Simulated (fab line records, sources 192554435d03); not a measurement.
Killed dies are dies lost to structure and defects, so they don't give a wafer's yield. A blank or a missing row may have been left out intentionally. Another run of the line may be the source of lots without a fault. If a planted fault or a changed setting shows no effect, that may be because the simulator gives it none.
Chamber matching + flow n5 finfet + N5_BEOL_M3_ILD_DEP_00 on pecvd-02 has 3 sister chambers
The step deposits SiOC from DEMS/O2, target thk 79 nm, time 15.3 s. 14 wafers are shown with their chamber, then 7 later ones without.

WAFERS PAIRED WITH THEIR CHAMBERS
| wafer  | chamber | heater power w (W) | throttle valve pct (%) | rf fwd power W (W) |
|--------|---------|--------------------|------------------------|--------------------|
| L075.1 | 1       | 673                | 12.6                   | 492.8              |
| L075.3 | 0       | 408                | 12.9                   | 496.9              |
| L075.5 | 1       | 664                | 12.6                   | 495.1              |
| L078.2 | 1       | 643                | 12.4                   | 495.3              |
| L078.3 | 0       | 442                | 12.4                   | 498.8              |
| L078.6 | 0       | 426                | 12.7                   | 498.2              |
| L080.1 | 2       | 596                | 11.3                   | 492.2              |
| L080.4 | 0       | 443                | 12.7                   | 496.3              |
| L080.5 | 2       | 601                | 11.3                   | 491.1              |
| L083.1 | 1       | 628                | 12.4                   | 495.3              |
| L083.3 | 2       | 620                | 11.1                   | 493.8              |
| L083.5 | 1       | 623                | 12.6                   | 495.0              |
| L085.3 | 0       | 434                | 12.8                   | 496.1              |
| L085.5 | 2       | 633                | 11.6                   | 490.9              |

SIGNATURES (means of the wafers above)
| reading            | chamber 0 | chamber 1 | chamber 2 | scatter within a chamber |
|--------------------|-----------|-----------|-----------|--------------------------|
| heater power w     | 430.60    | 646.20    | 612.50    | 18.1                     |
| throttle valve pct | 12.700    | 12.520    | 11.325    | 0.169                    |
| rf fwd power W     | 497.260   | 494.700   | 492.000   | 1.19                     |
Rule: distance of a wafer from a chamber = root of the sum over the readings of ((wafer's reading minus chamber's mean) / reading's scatter) squared. If the next closest chamber is less than 2 further off than the closest, the wafer can't be placed; otherwise it belongs to the closest. The scatter is the square root of a quotient: the sum, over the shown wafers, of each reading's squared deviation from its chamber's mean, divided by wafers minus chambers.

WAFERS WHOSE CHAMBER IS MISSING
| wafer  | heater power w (W) | throttle valve pct (%) | rf fwd power W (W) |
|--------|--------------------|------------------------|--------------------|
| L085.6 | 613                | 12.5                   | 495.5              |
| L092.1 | 687                | 12.3                   | 495.3              |
| L092.2 | 404                | 12.7                   | 495.9              |
| L092.3 | 568                | 11.4                   | 494.2              |
| L094.3 | 426                | 12.5                   | 497.4              |
| L094.5 | 661                | 12.2                   | 493.9              |
| L094.6 | 435                | 12.8                   | 496.7              |

THE CHAMBER EACH PASSED THROUGH
| wafer  | from the rows above | in truth |
|--------|---------------------|----------|
| L085.6 | 1                   | 1        |
| L092.1 | 1                   | 1        |
| L092.2 | 0                   | 0        |
| L092.3 | 2                   | 2        |
| L094.3 | 0                   | 0        |
| L094.5 | 1                   | 1        |
| L094.6 | 0                   | 0        |
Correctly placed: 7 of 7. Not placeable from these rows: 0. Placed wrongly: 0.
